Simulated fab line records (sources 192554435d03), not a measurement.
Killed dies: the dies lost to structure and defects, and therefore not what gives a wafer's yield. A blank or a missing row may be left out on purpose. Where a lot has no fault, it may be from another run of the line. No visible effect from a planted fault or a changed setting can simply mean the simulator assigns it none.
fab line records / flow n5Finfet
record: lots: 4 wafers: 12 lastDay: 16
route steps=1938 shown BEOL_M14@1752 BEOL_M15@1773 PASSIVATION@1936
lots that met no fault: taken from a fault-free run of the same line
startH: the number of hours between the record's first day and the start of the first shown wafer of the lot / waitH: time in hours since the lot's previous step / " as in the row above / L1.1+2: one row covering several wafers at once / - value missing, or start not given / * or withheld: withheld / < > ~ a bound
route shown NAME@n: NAME is a module with steps in the file, n the number in the route of the first one / usual: average and standard deviation across the fault-free wafers / same: alike in all rows / chamber/n: place in a boat / sites: per-site readings / _std_site: how widely they spread, as a standard deviation / _edge_site: inner sites' mean taken away from outer sites' mean / radiusMm: how far each site lies from the wafer's centre / mask NAME#n: copy n / behind: tool/chamber where the wafer was last shaped / hold: what put the lot on hold/how long, in hours/how the hold closed / device: the transistor (n, p or np) that didn't switch / end of line: the same wafers' tests at the end of the route / a step without rows: its recipe alone / killed: not the wafer's yield, but the dies lost to structure and defects at the first sort / map: a wafer's dies, marking killed ones x, the rest . and places with no die _
set.NAME: the run value of the setting; set.NAME@STEP: its run value at that earlier step / model.NAME: the simulator's own value behind a step, which no gauge read
a table for each step, a row for each wafer; lots at some steps of the route
services: when a tool's chamber went out of use (startH, in hours from the record's first day, below 0 if earlier), for how many hours, and the reason
== steps ==
step: N5_BEOL_M14_STRIP_69
recipe: chemistry: N2/H2 tempC: 40 n2FlowSccm: 200 h2FlowSccm: 200 rfFrequencyHz: 6e+07
step: N5_BEOL_M14_TRENCH_ETCH_34
recipe: chemistry: C4F8/O2/Ar target: SiO2 targetDepthA: 5566.5 maskMaterial: SOC heInnerTorr: 15 heOuterTorr: 30 timeS: 126.9 ionEnergyEv: 800 pressureMtorr: 20 sourceW: 1905 biasW: 2040 Ar_flow_sccm: 400 C4F8_flow_sccm: 16 O2_flow_sccm: 12
step: N5_BEOL_M14_STRIP_70
recipe: chemistry: C4F8/O2/Ar resist: SiARC rfFrequencyHz: 6e+07
step: N5_BEOL_M14_STRIP_37
recipe: chemistry: O2 powerW: 600 tempC: 60 pressureMtorr: 30 rfFrequencyHz: 6e+07 biasPowerW: 0 overashFraction: 0.3 o2FlowSccm: 225
step: N5_BEOL_M14_ETCH_38
recipe: chemistry: CF4/N2 target: SiCN targetDepthA: 1065 taperDeg: 2 timeS: 120.6 ionEnergyEv: 150 maskMaterial: SiO2 pressureMtorr: 40 sourceW: 430 biasW: 70 Ar_flow_sccm: 100 cf4FlowSccm: 60 n2FlowSccm: 60
step: N5_BEOL_M14_PRECLEAN_39
recipe: chemistry: residueRemover timeS: 60 tempC: 40
step: N5_BEOL_M14_SRD_40
recipe: timeS: 30 tempC: 23 rinseLiquid: diw dry: n2Spin spinRpm: 1500 dryTimeS: 30
step: N5_BEOL_M14_DEGAS_41
recipe: ambient: vacuum tempC: 300 timeS: 60
step: N5_BEOL_M14_PRE_CLEAN_42
recipe: gas: H2/He timeS: 30 tempC: 300
step: N5_BEOL_M14_SPUTTER_43
recipe: material: TaN targetThkA: 150 tempC: 50 biasV: 168.6 powerW: 15000 chamberPressurePa: 0.12 timeS: 24.19
step: N5_BEOL_M14_SPUTTER_44
recipe: material: Ta targetThkA: 150 tempC: 50 biasV: 80 powerW: 15000 chamberPressurePa: 0.07 timeS: 24.19
step: N5_BEOL_M14_SPUTTER_45
recipe: material: Cu targetThkA: 1000 tempC: -20 biasV: 60 powerW: 26000 chamberPressurePa: 0.13 timeS: 16.67
usual: cathodeDcPowerW: 26001/4.5 chuckSensorTempC: -16.0/0.43 throttleValvePct: 30.0/0.93
lot.wafer=L797.3 tool=pvdSputter-03 chamber=- startH=285.49 waitH=0.0 cathodeDcPowerW=26000 chuckSensorTempC=-16.4 throttleValvePct=31.6
lot.wafer=L797.5 tool=pvdSputter-03 chamber=- startH=285.49 waitH=0.0 cathodeDcPowerW=26001 chuckSensorTempC=-15.5 throttleValvePct=30.9
lot.wafer=L797.6 tool=pvdSputter-03 chamber=- startH=285.49 waitH=0.0 cathodeDcPowerW=25999 chuckSensorTempC=-15.9 throttleValvePct=30.0
lot.wafer=L805.3 tool=pvdSputter-03 chamber=- startH=343.24 waitH=0.0 cathodeDcPowerW=26013 chuckSensorTempC=-15.6 throttleValvePct=31.1
lot.wafer=L805.4 tool=pvdSputter-03 chamber=- startH=343.24 waitH=0.0 cathodeDcPowerW=26005 chuckSensorTempC=-15.6 throttleValvePct=29.0
lot.wafer=L805.5 tool=pvdSputter-03 chamber=- startH=343.24 waitH=0.0 cathodeDcPowerW=25999 chuckSensorTempC=-15.6 throttleValvePct=29.2
lot.wafer=L806.2 tool=pvdSputter-03 chamber=- startH=343.68 waitH=0.0 cathodeDcPowerW=26003 chuckSensorTempC=-16.6 throttleValvePct=31.7
lot.wafer=L806.3 tool=pvdSputter-03 chamber=- startH=343.68 waitH=0.0 cathodeDcPowerW=26000 chuckSensorTempC=-15.4 throttleValvePct=29.1
lot.wafer=L806.4 tool=pvdSputter-03 chamber=- startH=343.68 waitH=0.0 cathodeDcPowerW=26003 chuckSensorTempC=-16.2 throttleValvePct=30.2
lot.wafer=L812.3 tool=pvdSputter-01 chamber=- startH=368.63 waitH=0.0 cathodeDcPowerW=26001 chuckSensorTempC=-16.5 throttleValvePct=29.9
lot.wafer=L812.4 tool=pvdSputter-01 chamber=- startH=368.63 waitH=0.0 cathodeDcPowerW=25997 chuckSensorTempC=-16.6 throttleValvePct=28.8
lot.wafer=L812.5 tool=pvdSputter-01 chamber=- startH=368.63 waitH=0.0 cathodeDcPowerW=25997 chuckSensorTempC=-16.0 throttleValvePct=28.6
step: N5_BEOL_M14_ECD_47
recipe: material: Cu targetThkA: 12480
step: N5_BEOL_M14_ANNEAL_48
recipe: tempC: 225 timeS: 90 ambient: N2
step: N5_BEOL_M14_CMP_49
recipe: stopOn: SiO2 tOverpolishS: 5.2 downForcePsi: 2 platenRpm: 80 clearingPlatenDownForcePsi: 2 clearingPlatenRpm: 80 postCmpClean: cuAlkaline targetThkNm: 560 clearingPlatenPadVelocityMS: 1.5917 padVelocityMS: 1.5917
step: N5_BEOL_M14_PRE_CLEAN_52
recipe: gas: NH3 timeS: 15 tempC: withheld rfPowerW: 300
step: N5_BEOL_M14_DEP_53
recipe: material: SiCN targetThkA: 500 tempC: withheld precursor: 3MS/NH3 pressureTorr: 3 rfW: 675 timeS: 17.8
step: N5_BEOL_M15_ILD_DEP_00
recipe: material: SiO2 targetThkA: 16293 tempC: 400 precursor: TEOS/O2 pressureTorr: 6.5 rfW: 900 teosFlowSccm: 161.4 gas: O2 flowSccm: 2650 timeS: 346.1
step: N5_BEOL_M15_COAT_58
recipe: resist: BARC tempC: 205 timeS: 60 spinRpm: 1500 resistThkNm: 89
step: N5_BEOL_M15_COAT_04
recipe: spinRpm: 1704 resistThkNm: 800
step: N5_BEOL_M15_EBR_06
recipe: solvent: PGMEA ebrWidthMm: 1.5
step: N5_BEOL_M15_SOFTBAKE_05
recipe: tempC: 130 timeS: 60
step: N5_BEOL_M15_EXPOSE_07
recipe: maskId: V14 na: 0.8 sourceShape: annular sigmaInner: 0.5 sigmaOuter: 0.8 polarization: unpolarized attpsmPhaseDeg: 180 doseMj: 41.25
step: N5_BEOL_M15_PEB_08
recipe: pebTempC: 130 pebTimeS: 90
step: N5_BEOL_M15_DEVELOP_09
recipe: developTimeS: 45 rinseLiquid: diw dry: airSpin devTempC: 21
step: N5_BEOL_M15_HARDBAKE_14
recipe: tempC: 130 timeS: 120
step: N5_BEOL_M15_DESCUM_15
recipe: chemistry: O2 timeS: 7.9 sourcePowerW: 50 biasPowerW: 20 pressureMtorr: 20 rfFrequencyHz: 2.712e+07 tempC: 40 o2FlowSccm: 225
step: N5_BEOL_M15_ETCH_59
recipe: chemistry: N2/H2 target: BARC targetDepthA: 890 overetchA: 267 timeS: 67.9 ionEnergyEv: 200 pressureMtorr: 30 sourceW: 840 biasW: 150 n2FlowSccm: 200 h2FlowSccm: 200
step: N5_BEOL_M15_VIA_ETCH_16
recipe: chemistry: C4F8/O2/Ar target: SiO2 heInnerTorr: 15 heOuterTorr: 30 targetDepthA: 17922 timeS: withheld ionEnergyEv: 800 pressureMtorr: 20 sourceW: 1905 biasW: 2040 Ar_flow_sccm: 400 C4F8_flow_sccm: 16 O2_flow_sccm: 12 ends: cleared
step: N5_BEOL_M15_STRIP_63
recipe: chemistry: O2 powerW: 600 tempC: 60 pressureMtorr: 30 rfFrequencyHz: 6e+07 biasPowerW: 0 overashFraction: 0.3 o2FlowSccm: 225
step: N5_BEOL_M15_STRIP_64
recipe: chemistry: O2 powerW: 600 tempC: 60 pressureMtorr: 30 rfFrequencyHz: 6e+07 biasPowerW: 0 overashFraction: 0.3 o2FlowSccm: 225
step: N5_BEOL_M15_STRIP_65
recipe: chemistry: postEtchResidueRemover timeS: 60 tempC: 25 removerPh: withheld removerWaterWtPct: withheld removerFluorideWtPct: withheld
step: N5_BEOL_M15_SRD_66
recipe: timeS: 30 tempC: 23 rinseLiquid: diw dry: n2Spin spinRpm: 1500 dryTimeS: 30
step: N5_PASSIVATION_PROBE_49
usual: defectLimitedYield: 91.5/1.3 killed_at_M0_to_M3: 36/10 killed_at_M4_up: 13/4.7 killedAtContacts: 13/6.7 killedAtFrontEnd: 37/9.7 killedAtOther: 2.6/2.3 killedDies: 101/15 killedOpen: 67/12 killedShort: 32/6.7 sort_bin_5_function: 5.0/0.89 sort_bin_6_memory: 3.2/0.63 sortNPass: 1079/16 sortYieldPct: 91.4/1.4
same: grossDies: 1180 killedAtBackSide: 0 sort_bin_4_leakage[%]: 0 sort_bin_8_speed[%]: 0
lot.wafer=L805.3 tool=prober-01 chamber=- startH=364.15 waitH=0.1 defectLimitedYield[%]=88.3 killed_at_M0_to_M3=45 killed_at_M4_up=41 killedAtContacts=7 killedAtFrontEnd=42 killedAtOther=3 killedDies=138 killedOpen=71 killedShort=35 sort_bin_5_function[%]=7.0 sort_bin_6_memory[%]=4.5 sortNPass=1042 sortYieldPct[%]=88.3
lot.wafer=L805.4 tool=prober-01 chamber=- startH=364.20 waitH=0.2 defectLimitedYield[%]=90.8 killed_at_M0_to_M3=53 killed_at_M4_up=8 killedAtContacts=13 killedAtFrontEnd=32 killedAtOther=3 killedDies=109 killedOpen=69 killedShort=38 sort_bin_5_function[%]=5.9 sort_bin_6_memory[%]=3.1 sortNPass=1071 sortYieldPct[%]=90.8
lot.wafer=L805.5 tool=prober-01 chamber=- startH=364.25 waitH=0.2 defectLimitedYield[%]=88.5 killed_at_M0_to_M3=30 killed_at_M4_up=48 killedAtContacts=8 killedAtFrontEnd=46 killedAtOther=4 killedDies=136 killedOpen=61 killedShort=37 sort_bin_5_function[%]=6.6 sort_bin_6_memory[%]=4.8 sortNPass=1044 sortYieldPct[%]=88.5
lot.wafer=L806.2 tool=prober-02 chamber=- startH=368.38 waitH=0.1 defectLimitedYield[%]=92.4 killed_at_M0_to_M3=24 killed_at_M4_up=7 killedAtContacts=10 killedAtFrontEnd=37 killedAtOther=12 killedDies=90 killedOpen=64 killedShort=25 sort_bin_5_function[%]=4.1 sort_bin_6_memory[%]=3.4 sortNPass=1090 sortYieldPct[%]=92.4
lot.wafer=L806.3 tool=prober-02 chamber=- startH=368.43 waitH=0.1 defectLimitedYield[%]=89.7 killed_at_M0_to_M3=35 killed_at_M4_up=34 killedAtContacts=8 killedAtFrontEnd=38 killedAtOther=6 killedDies=121 killedOpen=62 killedShort=32 sort_bin_5_function[%]=6.6 sort_bin_6_memory[%]=3.5 sortNPass=1059 sortYieldPct[%]=89.7
lot.wafer=L806.4 tool=prober-02 chamber=- startH=368.48 waitH=0.2 defectLimitedYield[%]=93.2 killed_at_M0_to_M3=30 killed_at_M4_up=7 killedAtContacts=4 killedAtFrontEnd=35 killedAtOther=4 killedDies=80 killedOpen=50 killedShort=27 sort_bin_5_function[%]=4.2 sort_bin_6_memory[%]=2.5 sortNPass=1100 sortYieldPct[%]=93.2
lot.wafer=L812.3 tool=prober-02 chamber=- startH=387.10 waitH=0.1 defectLimitedYield[%]=92.3 killed_at_M0_to_M3=40 killed_at_M4_up=12 killedAtContacts=21 killedAtFrontEnd=17 killedAtOther=1 killedDies=91 killedOpen=68 killedShort=21 sort_bin_5_function[%]=4.7 sort_bin_6_memory[%]=2.5 sortNPass=1089 sortYieldPct[%]=92.3
lot.wafer=L812.4 tool=prober-02 chamber=- startH=387.15 waitH=0.2 defectLimitedYield[%]=93.3 killed_at_M0_to_M3=24 killed_at_M4_up=9 killedAtContacts=7 killedAtFrontEnd=38 killedAtOther=1 killedDies=79 killedOpen=51 killedShort=25 sort_bin_5_function[%]=4.1 sort_bin_6_memory[%]=2.5 sortNPass=1101 sortYieldPct[%]=93.3
lot.wafer=L812.5 tool=prober-02 chamber=- startH=387.20 waitH=0.2 defectLimitedYield[%]=93.2 killed_at_M0_to_M3=31 killed_at_M4_up=12 killedAtContacts=12 killedAtFrontEnd=25 killedAtOther=0 killedDies=80 killedOpen=51 killedShort=25 sort_bin_5_function[%]=4.0 sort_bin_6_memory[%]=2.8 sortNPass=1100 sortYieldPct[%]=93.2
killed by level:class
L805.3 BEOL_M14:interfaceVoidOpened=30 BEOL_M0_SAQP:geometricParticle:open=13 BEOL_M0_SAQP:geometricParticle:short=12 FIN_SAQP:geometricParticle:open=11 DUMMY_GATE:geometricParticle:open=8 MOL_CONTACT_COAG:geometricParticle:open=7 BEOL_M1:geometricParticle:open=7 FIN_SAQP:geometricParticle:short=6
L805.4 BEOL_M0_SAQP:geometricParticle:open=20 BEOL_M0_SAQP:geometricParticle:short=13 MOL_CONTACT_COAG:geometricParticle:open=11 BEOL_M1:geometricParticle:open=7 BEOL_M2:geometricParticle:open=6 FIN_SAQP:geometricParticle:short=5 STI_FIN_REVEAL:geometricParticle:open=5 FIN_SAQP:geometricParticle:open=4
L805.5 BEOL_M14:interfaceVoidOpened=36 FIN_SAQP:geometricParticle:open=9 BEOL_M0_SAQP:geometricParticle:short=9 BEOL_M4:geometricParticle:open=8 DUMMY_GATE:geometricParticle:open=7 STI_FIN_REVEAL:geometricParticle:open=6 BEOL_M0_SAQP:geometricParticle:open=6 BEOL_M1:geometricParticle:open=5
L806.2 MOL_CONTACT_COAG:geometricParticle:open=9 FIN_SAQP:geometricParticle:short=7 BEOL_M3:geometricParticle:open=7 STI_FIN_REVEAL:geometricParticle:open=6 FIN_SAQP:geometricParticle:open=5 BEOL_M2:geometricParticle:open=5 DUMMY_GATE:geometricParticle:open=4 BEOL_M0_SAQP:geometricParticle:open=4
L806.3 BEOL_M14:interfaceVoidOpened=24 BEOL_M3:geometricParticle:open=10 FIN_SAQP:geometricParticle:short=8 STI_FIN_REVEAL:geometricParticle:open=8 DUMMY_GATE:geometricParticle:open=7 MOL_CONTACT_COAG:geometricParticle:open=6 BEOL_M1:geometricParticle:open=6 DUMMY_GATE:geometricParticle:short=5
L806.4 STI_FIN_REVEAL:geometricParticle:open=8 BEOL_M1:geometricParticle:open=8 FIN_SAQP:geometricParticle:short=6 DUMMY_GATE:geometricParticle:open=6 BEOL_M2:geometricParticle:open=6 BEOL_M3:geometricParticle:open=5 BEOL_M0_SAQP:geometricParticle:open=4 BEOL_M0_SAQP:geometricParticle:short=4
L812.3 MOL_CONTACT_COAG:geometricParticle:open=17 BEOL_M3:geometricParticle:open=15 BEOL_M1:geometricParticle:open=9 BEOL_M3:geometricParticle:short=7 BEOL_M7:geometricParticle:open=5 MOL_CONTACT_COAG:geometricParticle:short=4 STI_FIN_REVEAL:geometricParticle:open=3 GATE_CUT:geometricParticle:open=3
L812.4 STI_FIN_REVEAL:geometricParticle:open=9 FIN_SAQP:geometricParticle:open=6 MOL_CONTACT_COAG:geometricParticle:open=6 BEOL_M1:geometricParticle:open=6 GATE_CUT:geometricParticle:short=5 BEOL_M2:geometricParticle:open=5 STARTING-WAFER:geometricParticle:short=4 FIN_SAQP:geometricParticle:short=3
L812.5 STI_FIN_REVEAL:geometricParticle:open=10 MOL_CONTACT_COAG:geometricParticle:open=9 BEOL_M3:geometricParticle:open=8 BEOL_M1:geometricParticle:short=6 BEOL_M1:geometricParticle:open=6 STI_FIN_REVEAL:geometricParticle:short=5 FIN_CUT:areaEtch=4 MOL_CONTACT_COAG:geometricParticle:short=3
map L805.3 (x killed, . not)
_________________......x.....________________
______________x........xx......._____________
___________x............x....xx....__________
__________.xx..x..x...x.......x....._________
________x..........x..x...........x..._______
_______.x....x.......................x.______
______..x.......x......................._____
_____.......................x....x.......____
____.x............x...............x.......___
___.......................xx...............__
___......x...........x....x.......x...x....__
__x..........x.....x..........x.....x......._
__.................x..x..x..x........x....x._
_................x...............x.......x...
_......................x.......x..........x..
_x.....x..........x.......x..................
_..............x..........x...x....x.....x...
_.....x....................x.x...x.....x.....
_..........x.x............x............x.....
_....xx.x.................x...x.....x.x.....x
_......x..............................x......
__x........x........x.............x........._
__..x....x.................................x_
___.........x..x...x.....................xx__
___.x......................x.....x.....x..x__
____...xx......x.......................xxx___
_____.....x........x.......x..x.........x____
______.....xx..xx.....x...x............._____
_______..xx.x.......x......x........x..______
________...x.....xxx....xxx.......x..._______
__________...x.x..............x.x..._________
___________............x......x....__________
______________.xx...x..........._____________
_________________.....x......________________
map L806.3 (x killed, . not)
_________________.......x....________________
______________.x....xx.........._____________
___________...............x........__________
__________..x.x...........x...x....x_________
________.x.................xx........._______
_______.........x.....x...........x.x..______
______..x................x...........x.._____
_____...........x........................____
____x.x....x.x............................___
___....x...x......................x..xx....__
___......................................x.__
__.x....x.x...............................xx_
__..x.........x........x...................._
_...x......x............xx.......x...........
_.x....................x.........xx.x........
_.................x....x............x........
_..............x.x........x..xx....x.........
_...................x............x....x......
_x....................................x.....x
_.....xxx.x.xxx...x................x.........
_............x.......x.........x.x...........
__......xx...............................x.._
__........x....x.x.xx...x..................._
___..x............xx.....................x.__
___..x.................................x...__
____.............x.....x...............xx.___
_____......x.....x...x...................____
______............xx...x.......x........_____
_______x..........xx.........x.........______
________.....xx......................x_______
__________..........x....xxx....x..._________
___________........x............xx.__________
______________.....xx......x...._____________
_________________............________________
== services ==
tool=pvdSputter-01 chamber=- startH=340.25 hours=1.8 kind=repair
== key ==
firstSign: step: N5_PASSIVATION_PROBE_49 reading: killed_at_M4_up direction: up sigmas: 6.1 usual: 13 struck: 41
moreKillsBornAt: N5_BEOL_M14_SPUTTER_45@pvdSputter-03: 90
metAt N5_BEOL_M14_SPUTTER_45
struckWafers L805.3,L805.5,L806.3
onsetBetween 285.49 343.24
fault: kind: processParameterDrift tool: pvdSputter-03 chamber: - onsetH: 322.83 steps: N5_BEOL_M14_SPUTTER_45 channel: timeS offset: * shape: step endH: 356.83 scope: struckWafersOnly actsIn: * stated: *
